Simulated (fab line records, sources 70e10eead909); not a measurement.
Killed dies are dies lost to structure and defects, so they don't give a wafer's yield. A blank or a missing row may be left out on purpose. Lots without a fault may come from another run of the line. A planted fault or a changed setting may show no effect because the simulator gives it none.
Which tool did it? | flow nand_harc | 12 lots, 36 wafers sampled, at 5 steps of a route of 1159

WHAT THE GAUGES READ, wafer by wafer
NHARC_END_SORT_01. Usual: killed_at_array 29, standard deviation 10; killed_at_other 0.7, standard deviation 1.1; killed_at_periphery 3.3, standard deviation 2.4; killed_dies 33, standard deviation 11; killed_open 3.3, standard deviation 2; killed_short 1.9, standard deviation 1.3.
lot  | measured     | on        | killed_at_array | killed_at_other | killed_at_periphery | killed_dies | killed_open | killed_short | flag
L663 | day 24 21:18 | prober-02 | 36              | 0               | 1                   | 37          | 1           | 0            |
L665 | day 25 06:39 | prober-02 | 42              | 0               | 2                   | 44          | 6           | 2            |

WHICH TOOL RAN EACH LOT (tool, then ch and the chambers of the sampled wafers, then the start)
lot  | NHARC_A_STAIRCASE_TRIM_200                    | NHARC_A_STAIRCASE_ETCH_201                    | NHARC_A_STAIRCASE_TRIM_224         | NHARC_A_STAIRCASE_TRIM_226
L648 | rie_diel-02 ch 0,2,3, day 11 23:07 or earlier | rie_diel-02 ch 1,2,3, day 11 23:07 or earlier | rie_diel-06 ch 1,2, day 11 23:07   | rie_diel-06 ch 1,2, no start
L646 | rie_diel-01 ch 0,2,3, day 11 23:14 or earlier | rie_diel-01 ch 0,2, day 11 23:14 or earlier   | rie_diel-06 ch 0,1,2, day 11 23:14 | rie_diel-06 ch 0,2, no start
L645 | rie_diel-01 ch 0,2, day 12 02:16 or earlier   | rie_diel-01 ch 0,1,2, day 12 02:16 or earlier | rie_diel-01 ch 0,1,3, day 12 02:16 | rie_diel-01 ch 0,3, no start
L647 | rie_diel-02 ch 0,1, day 12 08:28 or earlier   | rie_diel-02 ch 1,2, day 12 08:28 or earlier   | rie_diel-01 ch 0,1,2, day 12 08:28 | rie_diel-01 ch 0,1,2, no start
L650 | rie_diel-02 ch 0,2,3, day 12 20:40 or earlier | rie_diel-02 ch 0,2, day 12 20:40 or earlier   | rie_diel-02 ch 0,1,3, day 12 20:40 | rie_diel-02 ch 0,2, no start
L652 | rie_diel-01 ch 1,2,3, day 13 12:41 or earlier | rie_diel-01 ch 1,2,3, day 13 12:41 or earlier | rie_diel-06 ch 0,1,3, day 13 12:41 | rie_diel-06 ch 0,1,2, no start
L657 | rie_diel-06 ch 1,2,3, day 14 21:39 or earlier | rie_diel-06 ch 0,2,3, day 14 21:39 or earlier | rie_diel-01 ch 0,1,2, day 14 21:39 | rie_diel-01 ch 0,1,3, no start
L654 | rie_diel-01 ch 0,1,3, day 14 22:57 or earlier | rie_diel-01 ch 1,2, day 14 22:57 or earlier   | rie_diel-01 ch 0,2,3, day 14 22:57 | rie_diel-01 ch 0,1, no start
L659 | rie_diel-01 ch 0,1,2, day 15 13:46 or earlier | rie_diel-01 ch 0,2, day 15 13:46 or earlier   | rie_diel-02 ch 1,2,3, day 15 13:46 | rie_diel-02 ch 1,2, no start
L663 | rie_diel-06 ch 1,2,3, day 15 21:41 or earlier | rie_diel-06 ch 0,3, day 15 21:41 or earlier   | rie_diel-01 ch 1,2, day 15 21:41   | rie_diel-01 ch 1,2, day 24 21:18 or earlier
L665 | rie_diel-06 ch 0,1,3, day 16 12:17 or earlier | rie_diel-06 ch 1,2,3, day 16 12:17 or earlier | rie_diel-01 ch 1,2,3, day 16 12:17 | rie_diel-01 ch 0,1,2, day 25 06:39 or earlier
L666 | rie_diel-06 ch 0,2,3, day 16 23:20 or earlier | rie_diel-06 ch 0,1,3, day 16 23:20 or earlier | rie_diel-02 ch 0,3, day 16 23:20   | rie_diel-02 ch 0,3, no start
- NHARC_A_STAIRCASE_TRIM_200: chemistry O2, time 211.2 s.
- NHARC_A_STAIRCASE_ETCH_201: etches the open film in C4F8/O2, target depth 100 nm, time 40.5 s.
- NHARC_A_STAIRCASE_TRIM_224: chemistry O2, time 211.2 s.
- NHARC_A_STAIRCASE_TRIM_226: chemistry O2, time 211.2 s.

WHAT THE TOOLS THEMSELVES READ (means of the sampled wafers that have a number; where no wafer has one, the mark that the record gives instead)
NHARC_A_STAIRCASE_TRIM_200. Usual: drypump_motor_current_A 5.8 A, standard deviation 0.48; oes_product_au 0.996 a.u., standard deviation 0.012; rf_vpp_V 57.7 V, standard deviation 0.75; showerhead_plenum_p_Torr 3.51 Torr, standard deviation 0.11; throttle_valve_pct 17.037 %, standard deviation 0.0089.
lot  | tool        | drypump_motor_current_A (A) | oes_product_au (a.u.) | rf_vpp_V (V) | showerhead_plenum_p_Torr (Torr) | throttle_valve_pct (%) | flag
L648 | rie_diel-02 | 5.9                         | 1.000                 | 57.1         | 3.38                            | 17.036                 |
L646 | rie_diel-01 | 5.9                         | 0.994                 | 58.0         | 3.65                            | 17.036                 |
L645 | rie_diel-01 | 5.4                         | 1.006                 | 57.7         | 3.63                            | 17.037                 |
L647 | rie_diel-02 | 6.1                         | 0.986                 | 58.3         | 3.59                            | 17.029                 |
L650 | rie_diel-02 | 5.9                         | 0.989                 | 58.4         | 3.37                            | 17.033                 |
L652 | rie_diel-01 | 5.6                         | 1.008                 | 57.6         | 3.58                            | 17.043                 |
L657 | rie_diel-06 | 5.8                         | 0.998                 | 58.3         | 3.48                            | 17.045                 |
L654 | rie_diel-01 | 5.8                         | 1.006                 | 57.9         | 3.58                            | 17.030                 |
L659 | rie_diel-01 | 5.4                         | 1.010                 | 57.1         | 3.56                            | 17.036                 |
L663 | rie_diel-06 | 5.8                         | 0.993                 | 57.9         | 3.47                            | 17.028                 |
L665 | rie_diel-06 | 5.7                         | 0.995                 | 57.5         | 3.48                            | 17.034                 |
L666 | rie_diel-06 | 6.0                         | 0.994                 | 57.6         | 3.47                            | 17.037                 |

NHARC_A_STAIRCASE_ETCH_201. Usual: oes_product_au 0.937 a.u., standard deviation 0.014; rf_vpp_V 896 V, standard deviation 4.1.
lot  | tool        | oes_product_au (a.u.) | rf_vpp_V (V) | flag
L648 | rie_diel-02 | 0.919                 | 895          |
L646 | rie_diel-01 | 0.941                 | 900          |
L645 | rie_diel-01 | 0.947                 | 898          |
L647 | rie_diel-02 | 0.931                 | 898          |
L650 | rie_diel-02 | 0.945                 | 892          |
L652 | rie_diel-01 | 0.944                 | 898          |
L657 | rie_diel-06 | 0.938                 | 894          |
L654 | rie_diel-01 | 0.972                 | 895          |
L659 | rie_diel-01 | 0.960                 | 900          |
L663 | rie_diel-06 | 0.943                 | 894          |
L665 | rie_diel-06 | 0.945                 | 894          |
L666 | rie_diel-06 | 0.944                 | 894          |

NHARC_A_STAIRCASE_TRIM_224. Usual: drypump_motor_current_A 5.8 A, standard deviation 0.49; oes_product_au 0.997 a.u., standard deviation 0.013; rf_vpp_V 57.7 V, standard deviation 0.9; showerhead_plenum_p_Torr 3.52 Torr, standard deviation 0.13; throttle_valve_pct 17.036 %, standard deviation 0.0084.
lot  | tool        | drypump_motor_current_A (A) | oes_product_au (a.u.) | rf_vpp_V (V) | showerhead_plenum_p_Torr (Torr) | throttle_valve_pct (%) | flag
L648 | rie_diel-06 | 5.6                         | 0.991                 | 57.7         | 3.50                            | 17.036                 |
L646 | rie_diel-06 | 5.6                         | 0.986                 | 57.3         | 3.51                            | 17.022                 |
L645 | rie_diel-01 | 5.8                         | 0.999                 | 58.1         | 3.59                            | 17.033                 |
L647 | rie_diel-01 | 5.3                         | 0.998                 | 57.9         | 3.57                            | 17.048                 |
L650 | rie_diel-02 | 6.0                         | 0.992                 | 57.2         | 3.45                            | 17.032                 |
L652 | rie_diel-06 | 5.7                         | 0.988                 | 57.4         | 3.49                            | 17.024                 |
L657 | rie_diel-01 | 5.4                         | 1.006                 | 58.0         | 3.56                            | 17.040                 |
L654 | rie_diel-01 | 5.9                         | 0.998                 | 58.0         | 3.64                            | 17.033                 |
L659 | rie_diel-02 | 5.9                         | 0.990                 | 58.2         | 3.49                            | 17.038                 |
L663 | rie_diel-01 | 5.1                         | 1.212                 | 57.3         | 3.55                            | 17.032                 | OFF
L665 | rie_diel-01 | 5.6                         | 1.211                 | 58.3         | 3.57                            | 17.029                 | OFF
L666 | rie_diel-02 | 6.0                         | 0.997                 | 57.8         | 3.32                            | 17.043                 |

NHARC_A_STAIRCASE_TRIM_226. Usual: drypump_motor_current_A 5.8 A, standard deviation 0.48; oes_product_au 0.999 a.u., standard deviation 0.013; rf_vpp_V 57.8 V, standard deviation 0.81; showerhead_plenum_p_Torr 3.52 Torr, standard deviation 0.13; throttle_valve_pct 17.037 %, standard deviation 0.0091.
lot  | tool        | drypump_motor_current_A (A) | oes_product_au (a.u.) | rf_vpp_V (V) | showerhead_plenum_p_Torr (Torr) | throttle_valve_pct (%) | flag
L648 | rie_diel-06 | 5.6                         | 0.988                 | 57.4         | 3.50                            | 17.037                 |
L646 | rie_diel-06 | 5.8                         | 0.986                 | 57.7         | 3.51                            | 17.033                 |
L645 | rie_diel-01 | 6.1                         | 0.997                 | 58.1         | 3.65                            | 17.043                 |
L647 | rie_diel-01 | 5.3                         | 1.001                 | 58.8         | 3.57                            | 17.035                 |
L650 | rie_diel-02 | 5.9                         | 0.989                 | 56.8         | 3.37                            | 17.035                 |
L652 | rie_diel-06 | 5.5                         | 0.991                 | 57.0         | 3.50                            | 17.035                 |
L657 | rie_diel-01 | 5.8                         | 1.004                 | 58.6         | 3.58                            | 17.033                 |
L654 | rie_diel-01 | 5.6                         | 1.003                 | 57.4         | 3.57                            | 17.044                 |
L659 | rie_diel-02 | 5.9                         | 0.992                 | 56.9         | 3.53                            | 17.031                 |
L663 | rie_diel-01 | 5.1                         | 1.018                 | 57.5         | 3.49                            | 17.032                 |
L665 | rie_diel-01 | 5.3                         | 1.014                 | 57.9         | 3.55                            | 17.038                 |
L666 | rie_diel-02 | 6.0                         | 1.002                 | 57.7         | 3.32                            | 17.049                 |

THE ANSWER, worked out from the rows above alone
Rule: a lot is off if the mean of its wafers that have a number lies more than 3 standard deviations from the usual mean. A lot without any number at a reading at which 4 lots or more have one is off too. The other lots that the step has rows for count as sound. The gauges are gone through in route order, then the tools' own readings, and for those a lot's mean is taken as printed above. The first step at which some lot is off is used, and at that step the reading that is off furthest; a lot without a number counts as furthest.
Off: L663, L665, at NHARC_A_STAIRCASE_TRIM_224 (oes_product_au).
A tool fits if, at that step or a process step before it, it ran every lot that is off, and no sound lot after the first of them. NHARC_A_STAIRCASE_TRIM_200 gives no start for some lots, so the hours and the order of its lots are those of NHARC_A_STAIRCASE_TRIM_224. NHARC_A_STAIRCASE_ETCH_201 gives no start for some lots, so the hours and the order of its lots are those of NHARC_A_STAIRCASE_TRIM_224. One fits: rie_diel-01 at NHARC_A_STAIRCASE_TRIM_224. Its last sound lot is L654 (day 14 22:57), its first lot that is off L663 (day 15 21:41): a fault that began between those two fits.
The tool's own readings at NHARC_A_STAIRCASE_TRIM_224 bear it out: on the lots that are off they differ by more than 5 times the standard deviation of the sound lots' means. oes_product_au reads 1.212 a.u. there against 0.994 a.u. on the sound lots.

WHAT THE SIMULATOR HAD PUT IN
Process parameter drift: rie_diel-01, from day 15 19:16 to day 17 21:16, at NHARC_A_STAIRCASE_TRIM_224. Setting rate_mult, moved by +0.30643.
Lots struck among those shown: L663, L665. The rule above found the same.
